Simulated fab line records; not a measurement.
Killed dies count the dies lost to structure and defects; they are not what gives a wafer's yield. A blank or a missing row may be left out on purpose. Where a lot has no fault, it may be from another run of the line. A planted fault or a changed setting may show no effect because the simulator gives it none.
Chamber matching || flow nand-harc || NHARC_P_M0_CMP_23 on cmp-03 has 4 sister chambers
The step polishes, t overpolish 20 s, target thk 117.53 nm. 8 wafers are shown with their chamber, then 10 later ones without.

EACH WAFER AND ITS CHAMBER
{"wafer": "L075.2", "chamber": 2, "motor-current-A (A)": 12.2, "time-to-endpoint-s (s)": 31.5}
{"wafer": "L082.1", "chamber": 1, "motor-current-A (A)": 11.4, "time-to-endpoint-s (s)": 32.7}
{"wafer": "L086.2", "chamber": 1, "motor-current-A (A)": 10.6, "time-to-endpoint-s (s)": 35.4}
{"wafer": "L086.4", "chamber": 3, "motor-current-A (A)": 10.8, "time-to-endpoint-s (s)": 29.8}
{"wafer": "L088.3", "chamber": 2, "motor-current-A (A)": 13.1, "time-to-endpoint-s (s)": 24.1}
{"wafer": "L088.4", "chamber": 3, "motor-current-A (A)": 11.9, "time-to-endpoint-s (s)": 25.8}
{"wafer": "L091.3", "chamber": 0, "motor-current-A (A)": 10.0, "time-to-endpoint-s (s)": 24.6}
{"wafer": "L091.5", "chamber": 0, "motor-current-A (A)": 10.3, "time-to-endpoint-s (s)": 27.1}

WAFERS WHOSE CHAMBER IS MISSING
{"wafer": "L091.6", "motor-current-A (A)": 10.7, "time-to-endpoint-s (s)": 30.6}
{"wafer": "L093.2", "motor-current-A (A)": 11.7, "time-to-endpoint-s (s)": 31.9}
{"wafer": "L093.4", "motor-current-A (A)": 11.4, "time-to-endpoint-s (s)": 27.2}
{"wafer": "L093.6", "motor-current-A (A)": 11.4, "time-to-endpoint-s (s)": 29.1}
{"wafer": "L096.1", "motor-current-A (A)": 12.6, "time-to-endpoint-s (s)": 24.1}
{"wafer": "L096.3", "motor-current-A (A)": 11.2, "time-to-endpoint-s (s)": 27.7}
{"wafer": "L096.5", "motor-current-A (A)": 10.4, "time-to-endpoint-s (s)": 31.2}
{"wafer": "L095.2", "motor-current-A (A)": 10.9, "time-to-endpoint-s (s)": 31.3}
{"wafer": "L095.4", "motor-current-A (A)": 10.6, "time-to-endpoint-s (s)": 26.9}
{"wafer": "L095.6", "motor-current-A (A)": 12.6, "time-to-endpoint-s (s)": 22.2}

WHICH CHAMBER EACH ONE RAN IN
{"wafer": "L091.6", "from the rows above": "can't be placed: 1 or 3 or 0", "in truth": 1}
{"wafer": "L093.2", "from the rows above": "can't be placed: 1 or 3 or 2 or 0", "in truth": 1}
{"wafer": "L093.4", "from the rows above": "can't be placed: 3 or 2 or 0", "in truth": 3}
{"wafer": "L093.6", "from the rows above": "can't be placed: 3 or 1 or 2 or 0", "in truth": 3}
{"wafer": "L096.1", "from the rows above": "can't be placed: 2 or 3", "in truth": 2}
{"wafer": "L096.3", "from the rows above": "can't be placed: 3 or 0 or 1", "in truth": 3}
{"wafer": "L096.5", "from the rows above": "can't be placed: 1 or 0 or 3", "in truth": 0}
{"wafer": "L095.2", "from the rows above": "can't be placed: 1 or 3 or 0", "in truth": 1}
{"wafer": "L095.4", "from the rows above": "can't be placed: 0 or 3 or 1", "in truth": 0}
{"wafer": "L095.6", "from the rows above": "can't be placed: 2 or 3", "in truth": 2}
Correct placement for 0 of the 10. Can't be placed from these rows: 10 (the true chamber is among the candidates in 10). Wrongly placed: 0.
How it was worked out, from the rows above alone: a wafer's distance from a chamber is the root of the sum, over the readings, of the square of ((its reading less the chamber's mean) divided by the reading's scatter). The wafer belongs to the nearest chamber; if the next one is less than 2 further off, it can't be placed. A chamber's mean is the mean of its shown wafers. How the scatter is found: for the shown wafers, subtract from each reading the mean of its chamber, square and add these, divide the total by (wafers less chambers), then take the root.
